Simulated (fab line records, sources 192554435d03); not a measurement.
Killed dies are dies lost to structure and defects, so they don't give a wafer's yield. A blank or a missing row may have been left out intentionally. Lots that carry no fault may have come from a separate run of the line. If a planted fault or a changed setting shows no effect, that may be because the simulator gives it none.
fab line records	flow n5_finfet
record: lots: 7	wafers: 39
route steps=1938 shown DUMMY_GATE@237 SD_EPI_N@267 MOL_CONTACT_COAG@559
start_h: the number of hours between the record's first day and the start of the first shown wafer of the lot	wait_h: time in hours since the lot's previous step	" repeats the value in the row above	L1.1+2: one row covering several wafers at once	- either no value or no given start	* or withheld: withheld	< > ~ a bound
route shown NAME@n: names a module that has steps shown in the file, with the first one's number in the route	usual: mean and standard deviation over wafers with no fault	same: alike in all rows	chamber/n: place in a boat	sites: the reading at each site	_std_site: the values' standard deviation	_edge_site: mean of outer sites minus mean of inner sites	radius_mm: how far each site lies from the wafer's centre	mask NAME#n: copy n	behind: the tool/chamber that last shaped the wafer	hold: why the lot was held/for how many hours/how that ended	device: the transistor (n, p or np) that didn't switch	end of line: tests of these same wafers at the route's end	a step without rows: its recipe alone	killed: dies lost to structure and defects at the first sort, not the wafer's yield	map: a wafer's dies, x killed, . not, _ none there
set.NAME: the setting the step ran with; set.NAME@STEP: the setting that earlier step ran with	model.NAME: the simulator's own value behind a step, which no gauge read
lots whose settings were changed on purpose; a table a step, a row a wafer
== steps ==
step: N5_DUMMY_GATE_ETCH_37
recipe: chemistry: N2/H2	target: SOC	target_depth_a: 600	overetch_a: 300	temp_c: 40	ion_energy_ev: 200	pressure_mtorr: 30	source_w: 840	bias_w: 150	n2_flow_sccm: 200	h2_flow_sccm: 200
usual: rf_vpp_V: 524.1/2.6
lot.wafer	tool	chamber	start_h	wait_h	set.source_w	rf_vpp_V
L074.1	rie_diel-02	1	48.73	0.0	840	520.3
L074.2	"	2	"	"	840	522.4
L074.3	"	3	"	"	840	525.8
L074.4	"	0	"	"	840	526.8
L074.5	"	0	"	"	840	527.8
L074.6	"	3	"	"	840	524.5
L082.1	rie_diel-05	1	101.91	0.0	840	526.5
L082.2	"	0	"	"	700.8	554.2
L082.3	"	3	"	"	840	522.9
L082.4	"	2	"	"	700.8	560.6
L082.5	"	3	"	"	840	523.3
L082.6	"	0	"	"	700.8	555.0
L085.1	rie_diel-02	1	119.70	0.0	840	529.7
L085.2	"	2	"	"	777.7	534.6
L085.3	"	0	"	"	777.7	539.9
L085.4	"	3	"	"	777.7	538.3
L085.5	"	0	"	"	840	525.9
L085.6	"	3	"	"	840	526.1
L087.1	rie_diel-06	3	128.06	0.0	948.8	500.0
L087.2	"	1	"	"	948.8	502.5
L087.3	"	0	"	"	840	518.5
L087.4	"	3	"	"	840	520.5
L087.5	"	0	"	"	840	518.9
L087.6	"	1	"	"	948.8	502.3
L092.2	rie_diel-02	1	154.79	0.0	840	527.4
L092.3	"	2	"	"	840	522.4
L092.5	"	2	"	"	840	520.6
L094.1	rie_diel-06	3	167.00	0.0	909.7	507.0
L094.2	"	1	"	"	840	523.2
L094.3	"	0	"	"	909.7	506.3
L094.4	"	2	"	"	840	525.1
L094.5	"	2	"	"	840	526.0
L094.6	"	3	"	"	909.7	507.4
L096.1	rie_diel-05	2	187.09	0.0	840	526.9
L096.2	"	1	"	"	840	524.0
L096.3	"	3	"	"	840	525.1
L096.4	"	1	"	"	840	525.1
L096.5	"	3	"	"	840	522.6
L096.6	"	2	"	"	840	527.3
step: N5_DUMMY_GATE_ETCH_32
recipe: chemistry: CF4	target: SiO2	target_depth_a: 35	time_s: 3.9	ion_energy_ev: 350	pressure_mtorr: 10	icp_w: 800	bias_w: 400	cf4_flow_sccm: 80
lot.wafer	tool	chamber	start_h	wait_h	set.time_s	model.etch.depth_nm
L074.1	rie_si-03	1	49.39	0.1	3.9	3.511
L074.2	"	2	"	"	3.9	3.368
L074.3	"	0	"	"	3.9	3.519
L074.4	"	3	"	"	4.663	4.236
L074.5	"	0	"	"	4.663	4.21
L074.6	"	1	"	"	4.663	4.191
L082.1	rie_si-06	2	102.43	0.1	3.9	3.393
L082.2	"	1	"	"	3.9	3.476
L082.3	"	0	"	"	3.9	3.338
L082.4	"	3	"	"	3.9	3.445
L082.5	"	2	"	"	3.9	3.428
L082.6	"	1	"	"	3.9	3.446
L085.1	rie_si-03	2	120.23	0.1	3.9	3.38
L085.2	"	3	"	"	3.9	3.516
L085.3	"	0	"	"	3.9	3.517
L085.4	"	1	"	"	3.9	3.559
L085.5	"	3	"	"	3.9	3.498
L085.6	"	0	"	"	3.9	3.51
L087.1	rie_si-02	3	128.59	0.1	3.9	3.487
L087.2	"	2	"	"	4.265	3.928
L087.3	"	0	"	"	4.265	3.822
L087.4	"	1	"	"	4.265	3.852
L087.5	"	1	"	"	3.9	3.468
L087.6	"	0	"	"	3.9	3.471
L092.2	rie_si-06	0	155.31	0.1	3.9	3.416
L092.3	"	2	"	"	3.9	3.444
L092.5	"	1	"	"	3.9	3.469
L094.1	rie_si-06	0	167.55	0.1	4.283	3.795
L094.2	"	3	"	"	4.283	3.879
L094.3	"	1	"	"	3.9	3.536
L094.4	"	2	"	"	3.9	3.461
L094.5	"	0	"	"	4.283	3.8
L094.6	"	3	"	"	3.9	3.494
L096.1	rie_si-02	0	187.66	0.1	3.9	3.49
L096.2	"	2	"	"	3.04	2.812
L096.3	"	1	"	"	3.04	2.713
L096.4	"	1	"	"	3.9	3.478
L096.5	"	2	"	"	3.9	3.587
L096.6	"	0	"	"	3.04	2.693
step: N5_SD_EPI_N_EXPOSE_06
recipe: mask_id: SD_N_BLK	na: 1.35	source_shape: conventional	sigma_outer: 0.8	polarization: unpolarized	target_cd_nm: 120	dose_mj: 39.75
lot.wafer	tool	chamber	start_h	wait_h	mask	set.dose_mj
L074.1+2+6	arfi_scanner-02	0	51.01	-	SD_N_BLK#0	37.61
L074.3+4+5	"	0	"	"	SD_N_BLK#0	39.75
L082.1+3+4	arfi_scanner-01	0	103.86	-	SD_N_BLK#0	39.75
L082.2+5+6	"	0	"	"	SD_N_BLK#0	38.14
L085.1+2+3+4+5+6	arfi_scanner-02	0	122.20	-	SD_N_BLK#0	39.75
L087.1+3+4	arfi_scanner-03	0	129.99	-	SD_N_BLK#0	39.75
L087.2+5+6	"	0	"	"	SD_N_BLK#0	38.84
L092.2+3+5	arfi_scanner-03	0	157.62	-	SD_N_BLK#0	39.75
L094.1+4+5	arfi_scanner-01	0	169.08	-	SD_N_BLK#0	37.42
L094.2+3+6	"	0	"	"	SD_N_BLK#0	39.75
L096.1+2+6	arfi_scanner-03	0	189.44	-	SD_N_BLK#0	40.58
L096.3+4+5	"	0	"	"	SD_N_BLK#0	39.75
step: N5_SD_EPI_N_PEB_07
recipe: peb_temp_c: 110	peb_time_s: 60	resist: CAR-ArF-block
step: N5_SD_EPI_N_DEVELOP_08
recipe: develop_time_s: 30	developer: TMAH	resist: CAR-ArF-block	dev_temp_c: 23	rinse_liquid: diw	dry: air_spin
step: N5_SD_EPI_N_CD_MEAS_09
recipe: target_cd_nm: 120	landing_energy_ev: 500	detector: se_inlens
usual: cd_nm: 119.6/0.82
lot.wafer	tool	chamber	start_h	wait_h	set.dose_mj@SD_EPI_N_EXPOSE_06	cd_nm
L074.1	cd_sem-02	0	51.13	-	37.61	116.2
L074.2	"	0	"	"	37.61	115.3
L074.3	"	0	"	"	39.75	118.9
L074.4	"	0	"	"	39.75	119.9
L074.5	"	0	"	"	39.75	118.5
L074.6	"	0	"	"	37.61	115.4
L082.1	cd_sem-03	0	103.99	-	39.75	118.9
L082.2	"	0	"	"	38.14	115.2
L082.3	"	0	"	"	39.75	119.0
L082.4	"	0	"	"	39.75	118.4
L082.5	"	0	"	"	38.14	116.2
L082.6	"	0	"	"	38.14	116.2
L085.1	cd_sem-02	0	122.32	-	39.75	119.8
L085.2	"	0	"	"	39.75	119.4
L085.3	"	0	"	"	39.75	120.3
L085.4	"	0	"	"	39.75	120.5
L085.5	"	0	"	"	39.75	119.9
L085.6	"	0	"	"	39.75	119.6
L087.1	cd_sem-02	0	130.12	-	39.75	117.4
L087.2	"	0	"	"	38.84	116.8
L087.3	"	0	"	"	39.75	118.7
L087.4	"	0	"	"	39.75	118.4
L087.5	"	0	"	"	38.84	116.7
L087.6	"	0	"	"	38.84	117.7
L092.2	cd_sem-01	0	157.74	-	39.75	120.4
L092.3	"	0	"	"	39.75	120.1
L092.5	"	0	"	"	39.75	119.8
L094.1	cd_sem-03	0	169.21	-	37.42	116.1
L094.2	"	0	"	"	39.75	119.1
L094.3	"	0	"	"	39.75	119.9
L094.4	"	0	"	"	37.42	115.1
L094.5	"	0	"	"	37.42	116.7
L094.6	"	0	"	"	39.75	119.8
L096.1	cd_sem-01	0	189.57	-	40.58	120.2
L096.2	"	0	"	"	40.58	119.5
L096.3	"	0	"	"	39.75	119.2
L096.4	"	0	"	"	39.75	119.5
L096.5	"	0	"	"	39.75	120.0
L096.6	"	0	"	"	40.58	120.4
step: N5_SD_EPI_N_DESCUM_14
recipe: chemistry: O2	time_s: 7.9	source_power_w: 50	bias_power_w: 20	pressure_mtorr: 20	rf_frequency_hz: 2.712e+07	temp_c: 40	resist: CAR-ArF-block	o2_flow_sccm: 225
lot.wafer	tool	chamber	start_h	wait_h	set.dose_mj@SD_EPI_N_EXPOSE_06	model.SD_EPI_N.cd_nm
L074.1	rie_diel-01	2	51.22	0.0	37.61	116.2
L074.2	"	0	"	"	37.61	115
L074.3	"	1	"	"	39.75	118.8
L074.4	"	3	"	"	39.75	119.4
L074.5	"	3	"	"	39.75	118.6
L074.6	"	0	"	"	37.61	115.6
L082.1	rie_diel-04	1	104.08	0.0	39.75	119
L082.2	"	2	"	"	38.14	115.2
L082.3	"	3	"	"	39.75	119.2
L082.4	"	2	"	"	39.75	118.6
L082.5+6	"	1,3	"	"	38.14	116.2
L085.1	rie_diel-04	1	122.41	0.0	39.75	119.8
L085.2	"	0	"	"	39.75	119
L085.3	"	3	"	"	39.75	120.4
L085.4	"	3	"	"	39.75	120.6
L085.5	"	1	"	"	39.75	120.2
L085.6	"	0	"	"	39.75	120
L087.1	rie_diel-01	0	130.21	0.0	39.75	117.6
L087.2	"	2	"	"	38.84	116.8
L087.3	"	1	"	"	39.75	118.8
L087.4	"	3	"	"	39.75	118.4
L087.5	"	0	"	"	38.84	116.4
L087.6	"	1	"	"	38.84	117.4
L092.2	rie_diel-01	3	157.82	0.0	39.75	120.2
L092.3	"	2	"	"	39.75	120
L092.5	"	0	"	"	39.75	119.4
L094.1	rie_diel-01	3	169.30	0.0	37.42	115.8
L094.2+3	"	2,0	"	"	39.75	119.6
L094.4	"	1	"	"	37.42	115.4
L094.5	"	0	"	"	37.42	116.6
L094.6	"	1	"	"	39.75	120
L096.1	rie_diel-03	3	189.67	0.1	40.58	120
L096.2	"	0	"	"	40.58	119.6
L096.3	"	2	"	"	39.75	119.2
L096.4	"	0	"	"	39.75	119.4
L096.5	"	2	"	"	39.75	119.6
L096.6	"	3	"	"	40.58	120.4
step: N5_SD_EPI_N_ETCH_34
recipe: chemistry: CF4	target: SiARC	target_depth_a: 455	mask_material: CAR-ArF-block	time_s: 75.8	ion_energy_ev: 80	pressure_mtorr: 40	source_w: 545	bias_w: 36	Ar_flow_sccm: 100	cf4_flow_sccm: 100	ends: cleared
lot.wafer	tool	chamber	start_h	wait_h	set.dose_mj@SD_EPI_N_EXPOSE_06	model.SD_EPI_N.cd_nm
L074.1	rie_diel-01	2	51.26	0.0	37.61	116.2
L074.2	"	0	"	"	37.61	115.2
L074.3	"	1	"	"	39.75	118.8
L074.4	"	3	"	"	39.75	119.4
L074.5	"	3	"	"	39.75	118.6
L074.6	"	0	"	"	37.61	116
L082.1+4	rie_diel-04	1,2	104.11	0.0	39.75	118.4
L082.2	"	2	"	"	38.14	115
L082.3	"	3	"	"	39.75	119.2
L082.5+6	"	1,3	"	"	38.14	116
L085.1	rie_diel-04	1	122.45	0.0	39.75	119.4
L085.2	"	0	"	"	39.75	118.8
L085.3	"	3	"	"	39.75	120.4
L085.4	"	3	"	"	39.75	120.6
L085.5	"	1	"	"	39.75	119.8
L085.6	"	0	"	"	39.75	120
L087.1	rie_diel-01	0	130.24	0.0	39.75	117.6
L087.2	"	2	"	"	38.84	116.8
L087.3	"	1	"	"	39.75	118.6
L087.4	"	3	"	"	39.75	118.4
L087.5	"	0	"	"	38.84	116.6
L087.6	"	1	"	"	38.84	117.4
L092.2	rie_diel-01	3	157.86	0.0	39.75	120.2
L092.3	"	2	"	"	39.75	120
L092.5	"	0	"	"	39.75	119.6
L094.1	rie_diel-01	3	169.33	0.0	37.42	115.8
L094.2	"	2	"	"	39.75	119.4
L094.3	"	0	"	"	39.75	119.6
L094.4	"	1	"	"	37.42	115.4
L094.5	"	0	"	"	37.42	116.8
L094.6	"	1	"	"	39.75	120.2
L096.1	rie_diel-03	3	189.71	0.0	40.58	120
L096.2	"	0	"	"	40.58	119.6
L096.3+4	"	2,0	"	"	39.75	119.4
L096.5	"	2	"	"	39.75	120
L096.6	"	3	"	"	40.58	120.4
step: N5_MOL_CONTACT_COAG_ALD_27
recipe: material: SiOC	target_thk_a: 170	temp_c: 400	ald_precursor_family: carbosiloxane	ald_co_reactant: H2-plasma	pulse_time_s: 1.5	time_s: 2720	purge_time_s: 2	co_reactant_purge_time_s: 2	ald_cycles: 340	pressure_torr: 2
lot.wafer	tool	chamber	start_h	wait_h	set.ald_cycles	model.SiOC_of_MOL_CONTACT_COAG_ALD_27.thk_nm
L074.1+4	ald_sin-02	3,2	97.23	0.9	340	17
L074.2+5	"	1	"	"	397	20
L074.3	"	0	"	"	340	16.8
L074.6	"	0	"	"	397	19.8
L082.1+2+3+4+6	ald_sin-02	3,2,1,0,2	152.20	0.0	340	17
L082.5	"	3	"	"	340	16.8
L085.1	ald_sin-02	0	172.68	0.0	340	16.8
L085.2+4	"	3,1	"	"	340	17
L085.3+5+6	"	2,2,1	"	"	377	18.8
L087.1+4+6	ald_sin-02	3,1,1	180.71	2.3	340	17
L087.2+3+5	"	2,0,2	"	"	340	16.8
L092.2+3+5	ald_sin-03	2,3,1	206.52	0.2	340	17
L094.1+6	ald_sin-03	1,0	218.99	0.0	340	17
L094.2+3+4	"	3,2,0	"	"	370	18.4
L094.5	"	3	"	"	340	16.8
L096.1+3+5	ald_sin-02	1,2,0	234.65	0.0	340	17
L096.2+4	"	3,0	"	"	305	15.2
L096.6	"	1	"	"	305	15.4
== key ==
split: step: N5_DUMMY_GATE_ETCH_37	setting: source_w	stated: 840	by: wafer
response: step: N5_DUMMY_GATE_ETCH_37	reading: rf_vpp_V	change: -1.75	per: 1%	r: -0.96
split: step: N5_DUMMY_GATE_ETCH_32	setting: time_s	stated: 3.9	by: wafer
response: step: N5_DUMMY_GATE_ETCH_32	reading: model.etch.depth_nm	change: +0.0367	per: 1%	r: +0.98
split: step: N5_SD_EPI_N_EXPOSE_06	setting: dose_mj	stated: 39.75	by: wafer
response: step: N5_SD_EPI_N_CD_MEAS_09	reading: cd_nm	change: +0.622	per: 1%	r: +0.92
response: step: N5_SD_EPI_N_DESCUM_14	reading: model.SD_EPI_N.cd_nm	change: +0.639	per: 1%	r: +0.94
response: step: N5_SD_EPI_N_ETCH_34	reading: model.SD_EPI_N.cd_nm	change: +0.612	per: 1%	r: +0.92
split: step: N5_MOL_CONTACT_COAG_ALD_27	setting: ald_cycles	stated: 340	by: wafer
response: step: N5_MOL_CONTACT_COAG_ALD_27	reading: model.SiOC_of_MOL_CONTACT_COAG_ALD_27.thk_nm	change: +0.174	per: 1%	r: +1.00
